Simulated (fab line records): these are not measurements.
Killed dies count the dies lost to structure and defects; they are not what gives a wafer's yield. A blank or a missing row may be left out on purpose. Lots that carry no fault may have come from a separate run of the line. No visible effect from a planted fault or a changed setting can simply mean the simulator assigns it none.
Matching of chambers    flow nand_harc    NHARC_A_CHANNEL_FILL_D1_CMP_10 on cmp-01: 4 sister chambers
The step polishes, target thk 150 nm. 16 wafers are shown with their chamber, then 8 later ones without.

== WAFERS PAIRED WITH THEIR CHAMBERS ==
wafer   chamber  motor_current_A (A)  time_to_endpoint_s (s)
L075.1  3        12.2                 17.9
L075.2  2        13.0                 12.8
L075.4  0        14.1                 13.3
L077.1  1        10.9                 16.1
L077.2  3        13.0                 17.3
L077.5  3        12.8                 18.6
L079.1  1        11.3                 15.3
L079.3  0        15.0                 13.4
L079.5  1        11.6                 17.3
L081.1  1        11.3                 12.7
L081.4  3        13.0                 14.9
L081.6  2        12.7                 11.6
L082.1  0        14.4                 13.2
L082.2  2        13.2                 12.0
L082.5  2        12.1                 12.7
L083.3  3        12.9                 15.1

SIGNATURES, as means of the wafers listed above
reading             chamber 0  chamber 1  chamber 2  chamber 3  scatter within a chamber
motor_current_A     14.500     11.275     12.750     12.780     0.388
time_to_endpoint_s  13.300     15.350     12.275     16.760     1.4
Rule: a wafer's distance from a chamber is the root of the sum, over the readings, of the square of ((its reading less the chamber's mean) divided by the reading's scatter). If the next closest chamber is less than 2 further off than the closest, the wafer can't be placed; otherwise it belongs to the closest. How the scatter is found: for the shown wafers, subtract from each reading the mean of its chamber, square and add these, divide the total by (wafers less chambers), then take the root.

== WAFERS WHOSE CHAMBER IS MISSING ==
wafer   motor_current_A (A)  time_to_endpoint_s (s)
L083.4  14.1                 10.5
L083.6  14.6                 10.6
L086.1  11.1                 13.1
L086.3  13.3                 14.5
L086.5  14.0                 13.5
L093.1  14.6                 15.5
L093.3  10.9                 16.6
L093.5  11.8                 15.8

== THE CHAMBER EACH PASSED THROUGH ==
wafer   from the rows above           in truth
L083.4  can't be placed: 0 or 2       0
L083.6  0                             0
L086.1  1                             1
L086.3  can't be placed: 3 or 2 or 0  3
L086.5  0                             0
L093.1  0                             0
L093.3  1                             1
L093.5  can't be placed: 1 or 3       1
5 of 8 placed correctly. From these rows, 3 cannot be placed; in 3 the true chamber is one of the candidates. Number placed wrongly: 0.
